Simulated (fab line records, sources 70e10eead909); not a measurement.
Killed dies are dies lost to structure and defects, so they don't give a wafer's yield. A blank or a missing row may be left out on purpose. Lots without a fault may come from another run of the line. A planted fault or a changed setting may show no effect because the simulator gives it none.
Which tool did it? | flow nand_harc | 24 lots, 72 wafers sampled, at 3 steps of a route of 1302

WHAT THE GAUGES READ, wafer by wafer
NHARC_A_SLIT_CD_MEAS_21.
lot  | measured     | on        | cd_nm (nm)
L074 | day 20 05:39 | cd_sem-01 | 289.1 289.3 289.0
L075 | day 20 08:15 | cd_sem-02 | 291.1 290.9 290.6
L077 | day 21 02:40 | cd_sem-01 | 290.1 290.2 290.2
L076 | day 21 03:22 | cd_sem-02 | 291.1 291.3 290.8
L078 | day 21 06:56 | cd_sem-03 | 290.6 290.6 290.6
L079 | day 21 15:40 | cd_sem-03 | 290.3 289.7 289.5
L081 | day 22 21:28 | cd_sem-01 | 291.1 291.4 290.9
L080 | day 23 05:53 | cd_sem-03 | 289.6 289.5 289.7
L083 | day 23 23:14 | cd_sem-01 | 290.0 289.8 289.7
L082 | day 24 00:52 | cd_sem-01 | 289.7 289.5 289.6
L085 | day 24 19:38 | cd_sem-02 | 289.1 289.1 289.3
L084 | day 24 23:28 | cd_sem-03 | 290.4 290.1 290.2
L086 | day 25 00:48 | cd_sem-03 | 290.8 290.3 290.0
L087 | day 25 03:18 | cd_sem-01 | 290.4 289.8 290.6
L088 | day 26 04:34 | cd_sem-01 | 289.5 289.5 289.9
L089 | day 26 05:05 | cd_sem-02 | 289.8 290.1 289.1
L092 | day 27 09:03 | cd_sem-02 | 289.7 289.5 289.9
L091 | day 27 09:49 | cd_sem-02 | 289.9 289.8 289.9
L090 | day 27 12:49 | cd_sem-01 | 288.7 289.3 289.0
L093 | day 27 20:56 | cd_sem-01 | 290.0 290.1 290.7
L095 | day 28 13:35 | cd_sem-02 | 290.1 290.3 289.2
L094 | day 28 13:43 | cd_sem-03 | 289.5 289.0 289.3
L096 | day 29 06:40 | cd_sem-01 | 289.0 288.5 289.1
L097 | day 29 20:56 | cd_sem-02 | 289.4 289.0 289.4

NHARC_A_WL_FILL_INSPECT_15.
lot  | measured     | on                | raw_defect_count
L074 | day 21 06:35 | defect_inspect-02 | 342 454 353
L075 | day 21 06:36 | defect_inspect-01 | 418 484 426
L077 | day 22 05:26 | defect_inspect-01 | 391 490 572
L076 | day 22 05:26 | defect_inspect-02 | 467 377 525
L078 | day 22 08:34 | defect_inspect-02 | 337 523 604
L079 | day 22 16:13 | defect_inspect-01 | 498 812 448
L081 | day 23 22:12 | defect_inspect-02 | 406 592 582
L080 | day 24 06:39 | defect_inspect-02 | 553 332 602
L083 | day 25 00:04 | defect_inspect-01 | 472 436 432
L082 | day 25 05:34 | defect_inspect-01 | 379 388 417
L085 | day 25 20:25 | defect_inspect-02 | 346 516 652
L084 | day 25 23:49 | defect_inspect-01 | 495 458 625
L086 | day 25 23:48 | defect_inspect-02 | 750 461 458
L087 | day 26 06:22 | defect_inspect-02 | 440 483 438
L088 | day 27 05:20 | defect_inspect-01 | 620 560 586
L089 | day 27 05:28 | defect_inspect-02 | 625 371 559
L092 | day 28 09:53 | defect_inspect-01 | 559 382 594
L091 | day 28 09:49 | defect_inspect-01 | 620 590 639
L090 | day 28 13:11 | defect_inspect-02 | 452 317 688
L093 | day 28 21:39 | defect_inspect-01 | 848 539 640
L095 | day 29 17:33 | defect_inspect-02 | 453 438 402
L094 | day 29 14:35 | defect_inspect-02 | 402 675 327
L096 | day 30 09:02 | defect_inspect-01 | 568 475 387
L097 | day 30 22:26 | defect_inspect-01 | 552 501 475

WHICH TOOL RAN EACH LOT (tool, then ch and the chambers of the sampled wafers, then the start)
lot  | NHARC_A_WL_FILL_RTA_01
L074 | rtp_anneal-02 ch 0, day 20 12:38
L075 | rtp_anneal-02 ch 0, day 20 15:09
L077 | rtp_anneal-01 ch 0, day 21 09:50
L076 | rtp_anneal-02 ch 0, day 21 09:38
L078 | rtp_anneal-02 ch 0, day 21 13:53
L079 | rtp_anneal-02 ch 0, day 21 22:46
L081 | rtp_anneal-02 ch 0, day 23 04:26
L080 | rtp_anneal-01 ch 0, day 23 13:05
L083 | rtp_anneal-01 ch 0, day 24 06:13
L082 | rtp_anneal-01 ch 0, day 24 11:01
L085 | rtp_anneal-02 ch 0, day 25 02:36
L084 | rtp_anneal-01 ch 0, day 25 06:27
L086 | rtp_anneal-02 ch 0, day 25 06:30
L087 | rtp_anneal-02 ch 0, day 25 10:10
L088 | rtp_anneal-02 ch 0, day 26 11:32
L089 | rtp_anneal-01 ch 0, day 26 11:45
L092 | rtp_anneal-02 ch 0, day 27 16:32
L091 | rtp_anneal-02 ch 0, day 27 16:14
L090 | rtp_anneal-01 ch 0, day 27 19:50
L093 | rtp_anneal-01 ch 0, day 28 03:58
L095 | rtp_anneal-01 ch 0, day 28 21:01
L094 | rtp_anneal-02 ch 0, day 28 20:35
L096 | rtp_anneal-01 ch 0, day 29 13:38
L097 | rtp_anneal-01 ch 0, day 30 03:52
- NHARC_A_WL_FILL_RTA_01: time 5 s.

WHAT THE TOOLS THEMSELVES READ (means of the sampled wafers that have a number; where no wafer has one, the mark that the record gives instead)
NHARC_A_WL_FILL_RTA_01.
lot  | tool          | lamp_power_pct (%) | wafer_temp_C_max
L074 | rtp_anneal-02 | 33.7               | 1004.3
L075 | rtp_anneal-02 | 33.6               | 1004.2
L077 | rtp_anneal-01 | 31.9               | 1009.3
L076 | rtp_anneal-02 | 33.6               | 1004.6
L078 | rtp_anneal-02 | 33.6               | 1003.5
L079 | rtp_anneal-02 | 33.7               | 1003.3
L081 | rtp_anneal-02 | 33.6               | 1005.4
L080 | rtp_anneal-01 | 31.9               | 1008.2
L083 | rtp_anneal-01 | 31.9               | 1006.5
L082 | rtp_anneal-01 | 31.9               | 1008.8
L085 | rtp_anneal-02 | 33.6               | 1004.1
L084 | rtp_anneal-01 | 31.9               | 1007.2
L086 | rtp_anneal-02 | 33.6               | 1004.7
L087 | rtp_anneal-02 | 33.7               | 1004.8
L088 | rtp_anneal-02 | 33.7               | 1003.6
L089 | rtp_anneal-01 | 31.8               | 1007.2
L092 | rtp_anneal-02 | 33.6               | 1004.1
L091 | rtp_anneal-02 | 33.6               | 1004.2
L090 | rtp_anneal-01 | 31.8               | 1007.3
L093 | rtp_anneal-01 | 31.8               | 1008.1
L095 | rtp_anneal-01 | 31.9               | 1007.9
L094 | rtp_anneal-02 | 33.6               | 1004.8
L096 | rtp_anneal-01 | 31.8               | 1006.5
L097 | rtp_anneal-01 | 31.9               | 1006.6

THE ANSWER, worked out from the rows above alone
Rule: what is usual is taken from the lots themselves. Put in order of their means at a reading, lots are off if they are a third of the lots or fewer, leave a main group of 4 or more, and stand apart from it by a gap of 3 or more times the standard deviation of the main group's means; of several such gaps the widest counts. A main group whose means are all the same, to the digits that the tables above print for the reading, isn't used. A lot without any number at a reading at which 4 lots or more have one is off too. The other lots that the step has rows for count as sound. The gauges are gone through in route order, then the tools' own readings, and for those a lot's mean is taken as printed above. The first step at which some lot is off is used, and at that step the reading that is off furthest; a lot without a number counts as furthest.
No lot is off at any reading shown: from this, nothing can be told.

WHAT THE SIMULATOR HAD PUT IN
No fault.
